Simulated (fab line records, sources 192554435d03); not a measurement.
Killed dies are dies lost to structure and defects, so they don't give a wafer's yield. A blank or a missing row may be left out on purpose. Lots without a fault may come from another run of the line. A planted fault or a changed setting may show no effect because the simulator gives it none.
Chamber matching | flow n5_finfet | N5_BEOL_M3_ALD_84 on ald_metal-01: 4 sister chambers
The step deposits TaN, pulse time 2 s, purge time 3 s, co reactant purge time 2 s. 4 wafers are shown with their chamber, then 6 later ones without.

WAFERS WITH THEIR CHAMBER
wafer  | chamber | heater_power_w (W)
L760.5 | 0       | 485
L761.2 | 2       | 389
L767.2 | 1       | 383
L767.5 | 3       | 375

WAFERS WITHOUT THEIR CHAMBER
wafer  | heater_power_w (W)
L764.1 | 385
L764.3 | 466
L764.5 | 482
L768.1 | 411
L768.2 | 398
L768.3 | 476

WHICH CHAMBER EACH WENT THROUGH
wafer  | from the rows above          | in truth
L764.1 | can't be placed: 1 or 2 or 3 | 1
L764.3 | 0                            | 0
L764.5 | 0                            | 0
L768.1 | can't be placed: 2 or 1 or 3 | 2
L768.2 | can't be placed: 2 or 1 or 3 | 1
L768.3 | 0                            | 0
Placed correctly: 3 of 6. Can't be placed from these rows: 3 (the true chamber is among the candidates in 3). Placed wrongly: 0.
How it was worked out, from the rows above alone: a wafer's distance from a chamber is the root of the sum, over the readings, of the square of ((its reading less the chamber's mean) divided by the reading's scatter). The wafer belongs to the nearest chamber; if the next one is less than 2 further off, it can't be placed. A chamber's mean is the mean of its shown wafers. The scatter: with one shown wafer a chamber, the root of the mean of the squares of how far each hidden wafer lies from its nearest shown one.
